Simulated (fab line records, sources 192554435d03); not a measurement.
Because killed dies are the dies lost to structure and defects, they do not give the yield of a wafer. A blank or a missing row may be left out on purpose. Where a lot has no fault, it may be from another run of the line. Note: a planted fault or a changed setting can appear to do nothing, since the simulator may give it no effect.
fab line records | flow n5_finfet
[record] lots = 6 wafers = 17 last_day = 16
route steps=1938 shown BEOL_M2@869 BEOL_M4@1111
lots with no fault: from the same line, run without faults
start_h: hours from the record's opening day to when the first of the lot's shown wafers began | wait_h: hours since the lot's step before | " same as the row above | L1.1+2: a row that stands for several wafers | - no value present, or no start provided | * or withheld: withheld | < > ~ a bound
route shown NAME@n: names a module that has steps shown in the file, with the first one's number in the route | usual: the fault-free wafers' mean and standard deviation | same: alike in all rows | chamber/n: place in a boat | sites: the reading at each site | _std_site: standard deviation across them | _edge_site: outer sites' mean less inner sites' | radius_mm: how far each site lies from the wafer's centre | mask NAME#n: copy n | behind: the last tool/chamber to shape the wafer | hold: cause of the lot's hold/its duration in hours/its outcome | device: the transistor (n, p or np) that didn't switch | end of line: the route-end tests of the same wafers | a step given without rows: its recipe and nothing more | killed: dies lost to structure and defects at the first sort, not the wafer's yield | map: dies across one wafer; x = killed, . = not, _ = none there
set.NAME: the run value of the setting; set.NAME@STEP: its run value at that earlier step | model.NAME: the simulator's own value behind a step, which no gauge read
a table for each step, a row for each wafer; lots at some steps of the route
services: a tool's chamber out of use, with start hour (start_h, from the record's first day; less than 0 if before it), hours out, and reason
[[steps]]
[step N5_BEOL_M2_COAT_76]
[recipe] resist = underlayer temp_c = 205 time_s = 60 spin_rpm = 1500 resist_thk_nm = 5
[step N5_BEOL_M2_COAT_22]
[recipe] resist = CAR-EUV spin_rpm = 1500 resist_thk_nm = 30
[step N5_BEOL_M2_EBR_24]
[recipe] solvent = PGMEA ebr_width_mm = 1.5
[step N5_BEOL_M2_SOFTBAKE_23]
[recipe] temp_c = 110 time_s = 60 resist = CAR-EUV
[step N5_BEOL_M2_EXPOSE_25]
[recipe] mask_id = V1 na = 0.33 source_shape = quasar sigma_inner = 0.2 sigma_outer = 0.8 polarization = unpolarized defocus_nm = 5 dose_mj = 63
[step N5_BEOL_M2_PEB_26]
[recipe] peb_temp_c = 100 peb_time_s = 60 resist = CAR-EUV
[step N5_BEOL_M2_DEVELOP_27]
[recipe] develop_time_s = 30 developer = TMAH resist = CAR-EUV rinse_liquid = surfactant_rinse dry = air_spin dev_temp_c = 23
[step N5_BEOL_M2_CD_MEAS_28]
[recipe] target_cd_nm = 26.2 landing_energy_ev = 500 detector = se_inlens target_cd_y_nm = 24.1 polarity = opening
[usual] cd_nm = 26.21/0.23
// columns lot.wafer tool chamber start_h wait_h cd_nm
L872.2 cd_sem-01 0 145.82 - 26.02
L872.3 " 0 " " 26.27
L872.5 " 0 " " 26.27
L873.2 cd_sem-02 0 158.23 - 26.54
L873.3 " 0 " " 26.08
L873.6 " 0 " " 25.98
L881.1 cd_sem-03 0 210.93 - 25.83
L881.6 " 0 " " 26.22
L882.1 cd_sem-02 0 226.24 - 26.05
L882.2 " 0 " " 26.14
L882.5 " 0 " " 26.29
L885.1 cd_sem-03 0 226.81 - 26.16
L885.3 " 0 " " 26.17
L885.5 " 0 " " 26.28
L887.2 cd_sem-03 0 237.71 - 26.25
L887.4 " 0 " " 26.22
L887.5 " 0 " " 26.61
[step N5_BEOL_M2_OVL_MEAS_29]
[recipe] points_per_wafer = 522
[usual] V1_OVL = 0.1/0.66
// columns lot.wafer tool chamber start_h wait_h V1_OVL[nm]
L872.2 overlay-02 0 145.86 0.0 -0.5
L872.3 " 0 " " -1.2
L872.5 " 0 " " 0.7
L873.2 overlay-02 0 158.27 0.0 -0.3
L873.3 " 0 " " -0.7
L873.6 " 0 " " -0.9
L881.1 overlay-02 0 210.96 0.0 -0.1
L881.6 " 0 " " 0.5
L882.1 overlay-02 0 226.28 0.0 -0.7
L882.2 " 0 " " -0.9
L882.5 " 0 " " -0.7
L885.1 overlay-02 0 226.84 0.0 0.0
L885.3 " 0 " " 0.6
L885.5 " 0 " " 0.1
L887.2 overlay-02 0 237.74 0.0 -0.3
L887.4 " 0 " " -0.7
L887.5 " 0 " " 0.6
[step N5_BEOL_M2_INSPECT_30]
[recipe] mode = adi inspect_instrument = brightfield
[usual] raw_defect_count = 469/100
// columns lot.wafer tool chamber start_h wait_h raw_defect_count
L872.2 defect_inspect-02 - 145.91 0.0 391
L872.3 " - " " 476
L872.5 " - " " 630
L873.2 defect_inspect-02 - 158.32 0.0 752
L873.3 " - " " 629
L873.6 " - " " 588
L881.1 defect_inspect-01 - 211.02 0.1 545
L881.6 " - " " 361
L882.1 defect_inspect-02 - 226.34 0.1 487
L882.2 " - " " 354
L882.5 " - " " 418
L885.1 defect_inspect-01 - 226.90 0.1 340
L885.3 " - " " 405
L885.5 " - " " 421
L887.2 defect_inspect-01 - 237.79 0.0 565
L887.4 " - " " 595
L887.5 " - " " 496
[step N5_BEOL_M2_DESCUM_33]
[recipe] chemistry = O2 time_s = 7 source_power_w = 50 bias_power_w = 20 pressure_mtorr = 20 rf_frequency_hz = 2.712e+07 temp_c = 40 resist = CAR-EUV o2_flow_sccm = 225
[usual] drypump_motor_current_A = 5.6/0.39 oes_product_au = 0.79/0.096 rf_vpp_V = 242.9/1.3 showerhead_plenum_p_Torr = 2.07/0.055 throttle_valve_pct = 20.29/0.29
// columns lot.wafer tool chamber start_h wait_h drypump_motor_current_A oes_product_au rf_hours_counter_h rf_vpp_V showerhead_plenum_p_Torr throttle_valve_pct
L872.2 rie_diel-03 3 146.04 0.1 5.4 0.68 220 244.4 2.07 20.84
L872.3 " 0 " " 6.4 0.72 174 242.3 2.07 20.47
L872.5 " 3 " " 5.4 0.69 - 242.0 2.07 20.85
L873.2 rie_diel-04 2 158.36 0.0 5.5 0.86 51 241.9 2.05 20.14
L873.3 " 3 " " 4.9 0.77 158 241.6 1.98 20.28
L873.6 " 0 " " 6.1 0.72 - 243.2 2.04 20.26
L881.1 rie_diel-03 3 211.06 0.0 5.4 0.67 243 242.8 2.07 20.88
L881.6 " 2 " " 5.6 0.90 - 243.9 2.11 19.81
L882.1 rie_diel-01 2 226.37 0.0 5.9 0.93 24 243.1 2.05 20.14
L882.2 " 0 " " 5.8 0.71 228 242.2 1.98 20.38
L882.5 " 0 " " 5.7 0.71 - 241.8 1.98 20.38
L885.1 rie_diel-03 2 226.93 0.0 5.7 0.89 45 244.3 2.11 19.83
L885.3 " 3 " " 5.4 0.67 248 243.2 2.06 20.88
L885.5 " 3 " " 5.4 0.67 - 242.2 2.06 20.87
L887.2 rie_diel-04 1 237.83 0.0 5.4 0.87 49 240.8 2.04 20.39
L887.4 " 2 " " 5.5 0.81 - 241.9 2.03 20.18
L887.5 " 1 " " 5.4 0.87 - 242.0 2.04 20.37
[step N5_BEOL_M2_ETCH_77]
[recipe] chemistry = N2/H2 target = underlayer target_depth_a = 65 mask_material = CAR-EUV time_s = 5.2 ion_energy_ev = 200 pressure_mtorr = 30 source_w = 840 bias_w = 150 n2_flow_sccm = 200 h2_flow_sccm = 200 ends = cleared
[usual] bias_w = 150.0/0.45 drypump_motor_current_A = 5.6/0.39 etch_rf_on_time_s = 5.15/0.12 oes_product_au = 0.68/0.081 rf_vpp_V = 523.3/2.2 showerhead_plenum_p_Torr = 2.52/0.063 throttle_valve_pct = 17.7/0.3
// columns lot.wafer tool chamber start_h wait_h bias_w drypump_motor_current_A etch_rf_on_time_s oes_product_au rf_hours_counter_h rf_vpp_V showerhead_plenum_p_Torr throttle_valve_pct
L872.2 rie_diel-03 3 146.07 0.0 150.4 5.4 5.14 0.59 220 521.0 2.52 18.3
L872.3 " 0 " " 149.5 6.4 5.30 0.61 174 524.1 2.52 17.9
L872.5 " 3 " " 150.4 5.4 5.19 0.59 - 522.5 2.53 18.3
L873.2 rie_diel-04 2 158.39 0.0 149.6 5.5 5.02 0.72 51 521.7 2.46 17.3
L873.3 " 3 " " 150.1 4.9 5.42 0.64 158 521.2 2.46 18.0
L873.6 " 0 " " 150.0 6.1 5.08 0.62 - 522.0 2.48 17.7
L881.1 rie_diel-03 3 211.09 0.0 149.9 5.4 5.22 0.58 243 524.0 2.52 18.4
L881.6 " 2 " " 149.6 5.6 5.09 0.77 - 526.2 2.59 17.3
L882.1 rie_diel-01 2 226.40 0.0 150.4 5.9 5.20 0.76 24 520.7 2.50 17.6
L882.2 " 0 " " 150.0 5.8 5.04 0.61 228 519.7 2.40 17.8
L882.5 " 0 " " 149.8 5.8 5.01 0.62 - 520.3 2.40 17.8
L885.1 rie_diel-03 2 226.97 0.0 150.5 5.6 5.19 0.75 45 525.4 2.59 17.4
L885.3 " 3 " " 150.3 5.4 5.31 0.58 248 523.6 2.51 18.4
L885.5 " 3 " " 149.6 5.4 5.21 0.58 - 522.5 2.51 18.4
L887.2 rie_diel-04 1 237.86 0.0 150.6 5.4 5.12 0.73 49 521.1 2.48 17.9
L887.4 " 2 " " 150.0 5.6 5.15 0.68 - 522.9 2.45 17.3
L887.5 " 1 " " 150.3 5.4 5.17 0.74 - 522.5 2.48 17.8
[step N5_BEOL_M2_ETCH_69]
[recipe] chemistry = CF4 target = SiARC target_depth_a = 156 mask_material = CAR-EUV time_s = 26 ion_energy_ev = 80 pressure_mtorr = 40 source_w = 545 bias_w = 36 Ar_flow_sccm = 100 cf4_flow_sccm = 100 ends = cleared
[usual] bias_w = 35.99/0.11 cf4_flow_sccm = 99.96/0.29 drypump_motor_current_A = 5.6/0.39 etch_rf_on_time_s = 25.7/0.6 mfc_ar_sccm = 100.0/0.3 oes_product_au = 0.68/0.08 rf_vpp_V = 184.0/1.1 showerhead_plenum_p_Torr = 2.13/0.052 throttle_valve_pct = 15.5/0.3
// columns lot.wafer tool chamber start_h wait_h bias_w cf4_flow_sccm drypump_motor_current_A etch_rf_on_time_s mfc_ar_sccm oes_product_au rf_hours_counter_h rf_vpp_V showerhead_plenum_p_Torr throttle_valve_pct
L872.2 rie_diel-03 3 146.09 0.0 36.15 100.19 5.4 25.5 100.5 0.60 220 183.2 2.10 16.0
L872.3 " 0 " " 36.01 99.59 6.4 25.7 100.2 0.62 174 183.2 2.14 15.8
L872.5 " 3 " " 36.10 100.26 5.4 25.5 100.2 0.60 - 182.6 2.10 16.0
L873.2 rie_diel-04 2 158.41 0.0 35.99 99.74 5.5 25.4 100.1 0.72 51 185.3 2.08 15.3
L873.3 " 3 " " 36.04 100.13 4.9 27.0 100.0 0.64 158 183.4 2.05 15.6
L873.6 " 0 " " 35.94 100.09 6.1 25.8 100.1 0.62 - 182.8 2.11 15.7
L881.1 rie_diel-03 3 211.11 0.0 36.09 99.44 5.4 14.8 100.0 0.83 243 183.4 2.09 16.0
L881.6 " 2 " " 35.90 99.75 5.6 25.5 99.5 0.76 - 184.6 2.17 15.1
L882.1 rie_diel-01 2 226.42 0.0 36.05 100.10 5.9 26.1 100.0 0.77 24 183.6 2.12 15.4
L882.2 " 0 " " 36.05 99.69 5.8 25.4 100.1 0.61 228 183.4 2.04 15.7
L882.5 " 0 " " 36.10 99.43 5.7 25.3 100.1 0.62 - 182.8 2.04 15.7
L885.1 rie_diel-03 2 226.98 0.0 36.05 100.12 5.6 15.3 100.1 1.05 45 186.0 2.16 15.1
L885.3 " 3 " " 35.86 99.85 5.4 25.9 100.1 0.58 248 184.5 2.09 16.0
L885.5 " 3 " " 35.82 99.85 5.4 15.2 100.5 0.81 - 183.4 2.09 16.0
L887.2 rie_diel-04 1 237.88 0.0 36.09 100.11 5.4 25.8 99.8 0.73 49 185.2 2.08 15.5
L887.4 " 2 " " 35.86 99.76 5.5 25.8 100.0 0.69 - 181.9 2.07 15.3
L887.5 " 1 " " 35.94 100.24 5.4 25.7 100.1 0.74 - 183.2 2.08 15.4
[step N5_BEOL_M2_ALD_98]
[recipe] material = SiO2 target_thk_a = 25 temp_c = 100 ald_precursor_family = BDEAS ald_co_reactant = O2-plasma pulse_time_s = 1 co_reactant_pulse_time_s = 1 purge_time_s = 2 co_reactant_purge_time_s = 2 ald_cycles = 17 pressure_torr = 2
[usual] heater_power_w = 77/5.7 precursor_pulse_height_rel = 1.000/0.022
[same] pulse_time_s = 1
// columns lot.wafer tool chamber start_h wait_h heater_power_w precursor_pulse_height_rel
L872.2 ald_sin-02 0 146.17 0.1 77 1.012
L872.3 " 3 " " 70 1.031
L872.5 " 1 " " 83 0.963
L873.2 ald_sin-02 2 158.57 0.1 83 1.005
L873.3 " 1 " " 84 1.016
L873.6 " 3 " " 71 1.001
L881.1 ald_sin-02 0 211.19 0.1 77 0.971
L881.6 " 3 " " 68 0.973
L882.1 ald_sin-03 1 226.50 0.1 77 0.986
L882.2 " 0 " " 70 0.961
L882.5 " 1 " " 74 1.025
L885.1 ald_sin-04 3 227.07 0.1 89 0.983
L885.3 " 2 " " 82 1.006
L885.5 " 3 " " 91 1.011
L887.2 ald_sin-04 0 237.96 0.1 74 0.979
L887.4 " 2 " " 83 0.986
L887.5 " 3 " " 87 1.002
[step N5_BEOL_M4_RC_MEAS_101]
[usual] DIBL_N = 36.2/2 DIBL_P = 36.1/2.4 IOFF_N = 0.16/0.035 IOFF_P = 0.22/0.041 ION_N = 675/14 ION_P = 465/8.6 SS_N = 71.5/0.64 SS_P = 73.2/0.76 VT_N = 250/3.9 VT_P = -249/3.4
// columns lot.wafer tool chamber start_h wait_h DIBL_N[mV/V] DIBL_P[mV/V] IOFF_N[nA/um] IOFF_P[nA/um] ION_N[uA/um] ION_P[uA/um] SS_N[mV/dec] SS_P[mV/dec] VT_N[mV] VT_P[mV]
L872.2 prober-01 0 177.95 0.2 33.5 32.0 0.10 0.15 654 452 71.6 71.9 254 -254
L872.3 " 0 " " 34.2 34.2 0.11 0.18 668 461 71.5 72.1 252 -251
L872.5 " 0 " " 34.3 34.5 0.12 0.18 679 461 71.5 71.9 252 -251
L873.2 prober-02 0 196.23 0.2 34.4 33.5 0.13 0.19 662 459 71.5 73.2 250 -250
L873.3 " 0 " " 37.3 36.8 0.20 0.25 694 477 71.6 74.1 246 -248
L873.6 " 0 " " 33.8 32.4 0.13 0.18 679 469 70.0 72.2 248 -252
L881.1 prober-01 0 245.24 0.0 35.3 34.6 0.15 0.24 669 468 71.6 73.5 250 -244
L881.6 " 0 " " 30.4 30.0 0.09 0.17 654 464 70.2 71.8 257 -251
L882.1 prober-02 0 256.48 0.0 35.1 37.2 0.15 0.26 678 483 71.3 73.0 252 -242
L882.2 " 0 " " 36.7 38.3 0.19 0.28 698 484 72.2 73.4 247 -244
L882.5 " 0 " " 33.9 35.8 0.14 0.23 685 479 70.9 72.3 251 -248
L885.1 prober-02 0 264.19 0.0 36.1 36.4 0.16 0.22 680 467 71.8 72.4 249 -249
L885.3 " 0 " " 38.4 39.1 0.21 0.26 705 477 72.2 74.0 245 -246
L885.5 " 0 " " 40.5 41.2 0.26 0.30 701 474 73.4 74.6 243 -246
L887.2 prober-02 0 272.44 0.2 36.9 35.5 0.15 0.19 667 455 71.9 73.3 252 -254
L887.4 " 0 " " 37.5 36.9 0.18 0.23 683 469 72.2 73.4 246 -247
L887.5 " 0 " " 35.0 33.8 0.13 0.18 679 471 70.1 73.1 254 -251
[[services]]
// columns tool chamber start_h hours kind
rie_diel-01 2 131.19 - clean
rie_diel-01 2 131.19 - consumable_replace:esc
rie_diel-01 2 131.19 - consumable_replace:focus_ring
rie_diel-01 2 131.19 22.0 scheduled_down
rie_diel-01 2 131.19 22.0 vent_cycle
rie_diel-01 0 134.94 7.9 repair
ald_sin-02 - 178.02 14.0 pm
ald_sin-02 0 178.02 14.0 vent_cycle
ald_sin-02 1 178.02 14.0 vent_cycle
ald_sin-02 2 178.02 14.0 vent_cycle
ald_sin-02 3 178.02 14.0 vent_cycle
rie_diel-03 1 188.21 2.4 repair
ald_sin-02 0 192.02 - clean
ald_sin-02 1 192.02 - clean
ald_sin-02 2 192.02 - clean
ald_sin-02 3 192.02 - clean
rie_diel-01 1 202.82 3.8 repair
ald_sin-04 - 210.14 4.3 pm
rie_diel-04 3 218.89 32.8 repair
rie_diel-03 3 234.65 - clean
rie_diel-03 3 234.65 - consumable_replace:focus_ring
rie_diel-03 3 234.65 20.9 scheduled_down
rie_diel-03 3 234.65 20.9 vent_cycle
rie_diel-01 - 236.60 0.2 repair
[[key]]
[first_sign] step = N5_BEOL_M2_ETCH_69 reading = etch_rf_on_time_s direction = down sigmas = 18 usual = * struck = *
[effect] step = N5_BEOL_M2_ETCH_69 reading = oes_product_au direction = up sigmas = 2.7 usual = 0.68 struck = 0.90
met_at N5_BEOL_M2_ETCH_69
struck_wafers L881.1,L885.1,L885.5
onset_between 146.09 211.11
[fault] kind = process_parameter_drift tool = rie_diel-03 chamber = - onset_h = 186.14 steps = N5_BEOL_M2_ETCH_69 channel = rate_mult offset = 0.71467 shape = step end_h = 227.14 scope = struck_wafers_only
